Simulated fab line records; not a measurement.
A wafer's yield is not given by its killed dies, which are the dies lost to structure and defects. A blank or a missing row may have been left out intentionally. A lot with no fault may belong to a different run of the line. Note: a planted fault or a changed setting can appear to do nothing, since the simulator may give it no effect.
Code-filled problem report in 8D (eight disciplines) form || flow nand_harc || the parts of the form that need people (team, actions taken, sign-off) are left out

== 1. PROBLEM STATEMENT ==
A mean of 480.3 nm is read at NHARC_P_ZERO_WELL_CD_MEAS_11 for cd_nm, taken on 1 wafer of 1 lot, against 499.5 nm (standard deviation 2.5) on wafers free of any fault. Measured from the usual mean, that is -7.7 standard deviations.
The step: target cd 500 nm.
The first sign was on wafer L407.2 at day 6 19:14, on cd_sem-01. At this step, 36 wafers from 12 lots have a number in the record. The rule behind "out" and "out of limits": a value lying over 4 standard deviations away from the usual mean. All remaining wafers that have a number are taken as sound.

== 2. WHAT IT IS; WHAT IT IS NOT ==
{"question": "which readings at this step", "is": "cd_nm", "is not": "-"}
{"question": "which lots", "is": "L407", "is not": "L387, L388, L390, L391, L392, L394, L395, L396, L398, L403, L408"}
{"question": "which wafers of those lots", "is": "L407.2", "is not": "L407.4, L407.6"}
{"question": "read on which gauges", "is": "cd_sem-01", "is not": "cd_sem-02, cd_sem-03"}
{"question": "when", "is": "from day 6 19:14", "is not": "up to then (32 sound wafers); but 3 sound wafers of L408 came after"}

== 3. THE SUSPECTS, EACH WITH WHAT RULES IT OUT ==
Counting: any tool at a process step up to the reading remains a suspect provided it ran every lot that is out. Sound lots after the first of them don't rule it out here, since some wafers of a struck lot are sound.
- the gauge at NHARC_P_ZERO_WELL_CD_MEAS_11 is ruled out. All the wafers that are out were read on cd_sem-01, but those of them that NHARC_P_ZERO_WELL_PEB_09 has rows for are out there too, on other tools.
- litho_track-07 at NHARC_P_ZERO_WELL_PEB_09 (peb time 80 s): kept. It processed L407, the lot that is out, at day 6 19:10, and its most recent sound lot before then was L403 at day 5 19:09. Out on those wafers are its own readings of heater_power_total_W.
The count leaves litho_track-07 at NHARC_P_ZERO_WELL_PEB_09.

== 4. THE CAUSE (what the simulator had put in) ==
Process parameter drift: litho_track-07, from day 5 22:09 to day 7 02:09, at NHARC_P_ZERO_WELL_PEB_09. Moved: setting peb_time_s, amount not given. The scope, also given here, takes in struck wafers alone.
The count eliminated every tool but this one.

== 5. SEQUENCE OF EFFECTS, ordered by route ==
One row per reading whose mean, taken over the struck wafers that have a number, lies over 3 standard deviations from the usual. Only readings for which the record gives a usual standard deviation are gone through. hours: the time from each lot's start at the first step in this table that gives one to its start at this step, as a median over the lots. sigmas: the change in usual standard deviations.
{"hours": 0, "step": "NHARC_P_ZERO_WELL_PEB_09", "reading": "heater_power_total_W", "usual": "189.8 W", "on struck wafers": 236.4, "change": "+46.6", "sigmas": "+59"}
{"hours": 0, "step": "NHARC_P_ZERO_WELL_CD_MEAS_11", "reading": "cd_nm", "usual": "499.5 nm", "on struck wafers": 480.3, "change": -19.2, "sigmas": -7.7}
Process steps it contains:
- NHARC_P_ZERO_WELL_PEB_09: peb time 80 s.
Later measuring or inspecting steps at which every struck wafer that the step has a row for has a number for every such reading, and none has moved that far: NHARC_P_ZERO_WELL_INSPECT_43.

== 6. HOW IT WOULD HAVE BEEN CAUGHT EARLIER ==
In this record the first reading out of limits at a measuring or inspecting step was taken at day 6 19:14, 21 hours after the fault began at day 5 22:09.
The tool's own readings at NHARC_P_ZERO_WELL_PEB_09 were out on every struck wafer that the step has a row for (heater_power_total_W): an alarm limit on them would have fired on the first of those.
The start of NHARC_P_ZERO_WELL_PEB_09 on litho_track-07 came by day 6 19:14 for every one of the lots that are out (1). Holding the tool at that point would not have protected any of them.
